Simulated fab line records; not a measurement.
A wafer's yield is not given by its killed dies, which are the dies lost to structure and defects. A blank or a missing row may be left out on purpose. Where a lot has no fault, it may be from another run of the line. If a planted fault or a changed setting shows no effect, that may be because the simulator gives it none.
Lot-split experiment | flow n5_finfet | 21 wafers read across 7 lots, on a route 1938 steps long

== SPLIT DETAILS ==
At N5_PASSIVATION_ETCH_15 (etches SiCN in CF4/N2, target depth 75 nm, time 81.2 s), the setting bias_w was moved away from the recipe's 70 W on 4 of the 21 wafers read, by -15.2% to +16.8%. For the rest of the wafers, this setting stayed at what the recipe calls for.

The reading is taken at the split's own step.

== THE READING ==
rf_vpp_V, in V, at N5_PASSIVATION_ETCH_15 (etches SiCN in CF4/N2, target depth 75 nm, time 81.2 s). A value of 382.5 V with a standard deviation of 2 V is what fault-free wafers of this fab line usually give.

wafer  | tool, chamber at the split | bias_w as run, W | against the recipe | rf_vpp_V, V | against lot-mates on the recipe
L075.3 | rie_diel-06, 3             | 70               | recipe             | 385.6       | -
L075.5 | rie_diel-06, 0             | 59.39            | -15.2%             | 343.0       | -39.1
L075.6 | rie_diel-06, 2             | 70               | recipe             | 378.5       | -
L085.1 | rie_diel-03, 3             | 70               | recipe             | 381.7       | -
L085.5 | rie_diel-03, 0             | 70               | recipe             | 383.5       | -
L085.6 | rie_diel-03, 1             | 70               | recipe             | 384.6       | -
L089.1 | rie_diel-02, 1             | 70               | recipe             | 382.4       | -
L089.4 | rie_diel-02, 2             | 70               | recipe             | 383.6       | -
L089.6 | rie_diel-02, 3             | 81.75            | +16.8%             | 422.5       | +39.5
L088.2 | rie_diel-02, 3             | 70               | recipe             | 380.8       | -
L088.4 | rie_diel-02, 0             | 70               | recipe             | 383.2       | -
L088.6 | rie_diel-02, 1             | 70               | recipe             | 383.5       | -
L096.2 | rie_diel-03, 2             | 70               | recipe             | 384.1       | -
L096.3 | rie_diel-03, 0             | 79.02            | +12.9%             | 411.2       | +27.1
L096.6 | rie_diel-03, 3             | 79.02            | +12.9%             | 411.6       | +27.5
L093.1 | rie_diel-03, 1             | 70               | recipe             | 381.5       | -
L093.3 | rie_diel-03, 3             | 70               | recipe             | 381.9       | -
L093.6 | rie_diel-03, 2             | 70               | recipe             | 384.8       | -
L095.2 | rie_diel-02, 3             | 70               | recipe             | 380.3       | -
L095.5 | rie_diel-02, 1             | 70               | recipe             | 383.7       | -
L095.6 | rie_diel-02, 2             | 70               | recipe             | 383.6       | -

FIT RESULTS
A straight line over all 21 wafers: rf_vpp_V changes by +2.39 V for each +1% of bias_w; r = +0.99; the points scatter about the line by 1.9 V.
The same after taking each lot's own level away (the mean of its wafers on the recipe; 21 wafers): +2.34 V for each +1%; r = +0.99; scatter 2 V.
The reading moves by 39 V for the largest change in bias_w, on that fit.
Across the lots, their own levels run from 382.05 to 384.10 V, a range of 1.0 times the standard deviation given above.
Consequently the slope shifts little with the lot-to-lot level, the two slopes agreeing.
Check: +38.4 V against its lot-mates is what the line predicts for one of the wafers moved furthest among these (+16.8%) when that wafer is left out of the fit. Against them it came out at +39.5 V.
Tool readings at the split's step, against how far the setting was moved: rf_vpp_V r = +0.99.

== OTHER SPLITS APPLIED TO THESE WAFERS ==
Before the reading, these wafers also passed through other splits. Each is held against what the fit with the lots' levels taken away leaves over:
other split on the same wafers        | wafers away from the commonest value | r with rf_vpp_V (lot level and that fit taken away)
N5_BEOL_M13_TRENCH_ETCH_34 time_s     | 2                                    | +0.35
N5_BEOL_M14_EXPOSE_25 dose_mj         | 5                                    | -0.42
N5_BEOL_M14_DEVELOP_27 develop_time_s | 7                                    | -0.10
N5_MIM_BOT_SPUTTER_00 time_s          | 5                                    | -0.08

== FILE'S OWN FIT ==
rf_vpp_V changes by +2.37 V for each +1% of bias_w, r = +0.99.
